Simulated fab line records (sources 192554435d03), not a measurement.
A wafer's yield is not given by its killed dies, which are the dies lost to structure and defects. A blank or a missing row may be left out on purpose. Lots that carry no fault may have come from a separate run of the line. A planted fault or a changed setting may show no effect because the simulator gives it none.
Which tool did it? :: flow n5Finfet :: 12 lots, 36 wafers sampled, at 3 steps of a route of 1938

WHAT EACH GAUGE READ, for each wafer
N5_BEOL_M8_THK_MEAS_53: measures by xrf.
lot: L075
measured: day 9 22:05
on: filmMetro-02
M8_THK (nm): 81.3 80.9 79.7

lot: L077
measured: day 10 07:18
on: filmMetro-02
M8_THK (nm): 79.4 78.6 79.9

lot: L079
measured: day 10 15:43
on: filmMetro-01
M8_THK (nm): 76.2 78.3 76.9

lot: L082
measured: day 11 09:04
on: filmMetro-02
M8_THK (nm): 81.5 81.1 80.1

lot: L083
measured: day 11 11:19
on: filmMetro-02
M8_THK (nm): 78.1 76.0 76.8

lot: L085
measured: day 12 05:27
on: filmMetro-02
M8_THK (nm): 78.1 79.7 81.4

lot: L086
measured: day 12 16:04
on: filmMetro-02
M8_THK (nm): 81.6 81.5 80.0

lot: L089
measured: day 13 11:55
on: filmMetro-01
M8_THK (nm): 77.3 78.0 80.2

lot: L091
measured: day 13 19:18
on: filmMetro-02
M8_THK (nm): 78.8 79.7 80.1

lot: L092
measured: day 14 06:00
on: filmMetro-02
M8_THK (nm): 76.4 77.5 75.0

lot: L095
measured: day 14 15:30
on: filmMetro-01
M8_THK (nm): 77.7 78.6 77.4

lot: L096
measured: day 15 07:04
on: filmMetro-02
M8_THK (nm): 79.2 77.7 77.1

WHAT TOOL EACH LOT RAN ON (gives the tool, then ch and the chambers of the sampled wafers, and finally the start)
lot: L075
N5_BEOL_M8_STRIP_67: rieDiel-01 ch 0,2,3, day 9 16:53
N5_BEOL_M8_ANNEAL_51: rtpAnneal-02 ch 0, day 9 21:29

lot: L077
N5_BEOL_M8_STRIP_67: rieDiel-02 ch 0,2,3, day 10 04:10
N5_BEOL_M8_ANNEAL_51: rtpAnneal-01 ch 0, day 10 06:42

lot: L079
N5_BEOL_M8_STRIP_67: rieDiel-01 ch 1,2,3, day 10 11:28
N5_BEOL_M8_ANNEAL_51: rtpAnneal-02 ch 0, day 10 15:15

lot: L082
N5_BEOL_M8_STRIP_67: rieDiel-04 ch 0,3, day 11 04:11
N5_BEOL_M8_ANNEAL_51: rtpAnneal-01 ch 0, day 11 08:31

lot: L083
N5_BEOL_M8_STRIP_67: rieDiel-02 ch 1,2, day 11 04:44
N5_BEOL_M8_ANNEAL_51: rtpAnneal-01 ch 0, day 11 10:43

lot: L085
N5_BEOL_M8_STRIP_67: rieDiel-02 ch 0,1,2, day 12 00:30
N5_BEOL_M8_ANNEAL_51: rtpAnneal-01 ch 0, day 12 04:52

lot: L086
N5_BEOL_M8_STRIP_67: rieDiel-02 ch 1,2,3, day 12 08:13
N5_BEOL_M8_ANNEAL_51: rtpAnneal-01 ch 0, day 12 15:27

lot: L089
N5_BEOL_M8_STRIP_67: rieDiel-04 ch 0,3, day 13 06:59
N5_BEOL_M8_ANNEAL_51: rtpAnneal-02 ch 0, day 13 11:19

lot: L091
N5_BEOL_M8_STRIP_67: rieDiel-04 ch 0,3, day 13 15:11
N5_BEOL_M8_ANNEAL_51: rtpAnneal-02 ch 0, day 13 18:48

lot: L092
N5_BEOL_M8_STRIP_67: rieDiel-01 ch 1,2, day 13 21:31
N5_BEOL_M8_ANNEAL_51: rtpAnneal-02 ch 0, day 14 05:25

lot: L095
N5_BEOL_M8_STRIP_67: rieDiel-01 ch 1,3, day 14 08:55
N5_BEOL_M8_ANNEAL_51: rtpAnneal-02 ch 0, day 14 14:57

lot: L096
N5_BEOL_M8_STRIP_67: rieDiel-02 ch 0,1, day 15 03:42
N5_BEOL_M8_ANNEAL_51: rtpAnneal-02 ch 0, day 15 06:28
- N5_BEOL_M8_STRIP_67: strips in CF4.
- N5_BEOL_M8_ANNEAL_51: time 90 s.

THE ANSWER, worked out from the rows above alone
Rule: usual is defined by the lots themselves. Put in order of their means at a reading, lots are off if they are a third of the lots or fewer, leave a main group of 4 or more, and stand apart from it by a gap of 3 or more times the standard deviation of the main group's means; of several such gaps the widest counts. The tables above print the reading to a certain number of digits; a main group whose means all agree to those digits is not used. Also off: a lot with no number at a reading for which 4 or more lots have one. All remaining lots with rows at the step are treated as sound.
Nothing can be told from this: no lot is off at any reading shown.

WHAT HAD BEEN PUT IN BY THE SIMULATOR
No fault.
